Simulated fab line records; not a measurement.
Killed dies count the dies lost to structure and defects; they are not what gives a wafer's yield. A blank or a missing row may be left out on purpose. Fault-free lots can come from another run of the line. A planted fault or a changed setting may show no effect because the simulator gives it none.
2 desks, one fault || flow n5_finfet || every desk sees just its own numbers, and what lay behind them comes last

METROLOGY DESK
Lot by lot, what the gauges showed, no matter which tool ran the lot: averages of those sampled wafers that carry a number. Any lot whose mean is over 4 standard deviations away from the usual mean is out of limits and marked OUT; that distance is given in the brackets. Of its 10 readings 7 are shown: those that lie furthest out on some lot.
Columns: A = DIBL_N at N5_BEOL_M4_RC_MEAS_101, usual 36.2 mV/V; B = IOFF_P at N5_BEOL_M4_RC_MEAS_101, usual 0.210 nA/um; C = ION_P at N5_BEOL_M4_RC_MEAS_101, usual 465 uA/um; D = SS_N at N5_BEOL_M4_RC_MEAS_101, usual 71.4 mV/dec; E = SS_P at N5_BEOL_M4_RC_MEAS_101, usual 73.2 mV/dec; F = VT_N at N5_BEOL_M4_RC_MEAS_101, usual 249.9 mV; G = VT_P at N5_BEOL_M4_RC_MEAS_101, usual -250 mV
{"lot": "L776", "first seen here": "day 7 14:26", "A": 36.8, "B": 0.206, "C": 464, "D": 71.6, "E": 73.0, "F": 250.5, "G": -251}
{"lot": "L777", "first seen here": "day 8 08:42", "A": 35.4, "B": 0.189, "C": 465, "D": 71.0, "E": 73.2, "F": 252.6, "G": -251}
{"lot": "L780", "first seen here": "day 9 07:53", "A": 36.7, "B": 0.227, "C": 465, "D": 71.2, "E": 73.7, "F": 249.2, "G": -248}
{"lot": "L781", "first seen here": "day 9 14:22", "A": 37.0, "B": 0.187, "C": 460, "D": 71.3, "E": 73.7, "F": 250.8, "G": -252}
{"lot": "L783", "first seen here": "day 10 17:09", "A": 35.5, "B": 0.188, "C": 466, "D": 71.4, "E": 73.1, "F": 250.3, "G": -254}
{"lot": "L792", "first seen here": "day 12 16:52", "A": 35.4, "B": 0.177, "C": 452, "D": 71.9, "E": 72.9, "F": 253.3, "G": -255}
{"lot": "L795", "first seen here": "day 12 20:55", "A": 35.1, "B": 0.213, "C": 469, "D": 71.1, "E": 73.3, "F": 247.6, "G": -248}
{"lot": "L793", "first seen here": "day 13 04:23", "A": 37.9, "B": 0.174, "C": 457, "D": 71.3, "E": 73.1, "F": 250.3, "G": -255}
Result from this desk: across the 8 lots, nothing is out of limits.

THE TOOL OWNER'S DESK: rie_diel-05
The tool's own readings at N5_FIN_CUT_CUT_ETCH_26 (etches SiNx in CH3F/O2, target depth 39 nm, time 55.7 s): means of the sampled wafers that have a number, for each lot that ran on this tool. Any lot whose mean is over 4 standard deviations away from the usual mean is out of limits and marked OUT; that distance is given in the brackets.
Columns: A = O2_flow_sccm at N5_FIN_CUT_CUT_ETCH_26, usual 20.00 sccm; B = drypump_motor_current_A at N5_FIN_CUT_CUT_ETCH_26, usual 5.4 A; C = oes_product_au at N5_FIN_CUT_CUT_ETCH_26, usual 0.79 a.u.; D = rf_vpp_V at N5_FIN_CUT_CUT_ETCH_26, usual 297 V; E = run_length_s at N5_FIN_CUT_CUT_ETCH_26, usual 79.08 s; F = showerhead_plenum_p_Torr at N5_FIN_CUT_CUT_ETCH_26, usual 2.01 Torr; G = throttle_valve_pct at N5_FIN_CUT_CUT_ETCH_26, usual 16.36 %
{"lot": "L776", "first seen here": "day 2 05:53", "A": 19.95, "B": 5.2, "C": 0.85, "D": 298, "E": 79.12, "F": 2.00, "G": 16.40}
{"lot": "L777", "first seen here": "day 2 09:59", "A": 19.98, "B": 5.2, "C": 0.85, "D": 297, "E": 78.98, "F": 2.00, "G": 16.40}
{"lot": "L780", "first seen here": "day 3 04:22", "A": 20.05, "B": 5.4, "C": 0.87, "D": 299, "E": "72.14 (-24) OUT", "F": 2.01, "G": 16.23}
{"lot": "L781", "first seen here": "day 3 09:43", "A": 19.97, "B": 5.1, "C": 0.74, "D": 298, "E": "64.88 (-49) OUT", "F": 2.00, "G": 16.44}
{"lot": "L783", "first seen here": "day 3 21:19", "A": 19.97, "B": 4.9, "C": 0.78, "D": 296, "E": "71.78 (-25) OUT", "F": 1.98, "G": 16.43}
{"lot": "L793", "first seen here": "day 6 09:52", "A": 20.01, "B": 5.1, "C": 0.79, "D": 298, "E": 78.91, "F": 1.99, "G": 16.29}
This desk finds L780, L781, L783 out of limits, L780 being first, at day 3 04:22 (run_length_s at N5_FIN_CUT_CUT_ETCH_26). L776, L777, L793: within limits.

BROUGHT TOGETHER
The tool owner's desk could have raised an alarm at day 3 04:22, on L780, L781, L783.
From the metrology desk's view, nothing was out of limits.
The metrology desk has L780, L781, L783 on record, within its limits.
Of the lots named, all ran N5_FIN_CUT_CUT_ETCH_26 on rie_diel-05.

WHAT THE SIMULATOR HAD INSERTED
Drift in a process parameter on rie_diel-05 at N5_FIN_CUT_CUT_ETCH_26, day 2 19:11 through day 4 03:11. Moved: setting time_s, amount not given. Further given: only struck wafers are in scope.
Struck lots among those shown: L780, L781, L783.
Time in hours from fault onset to the first out-of-limits reading at each desk: the tool owner's desk, 9.
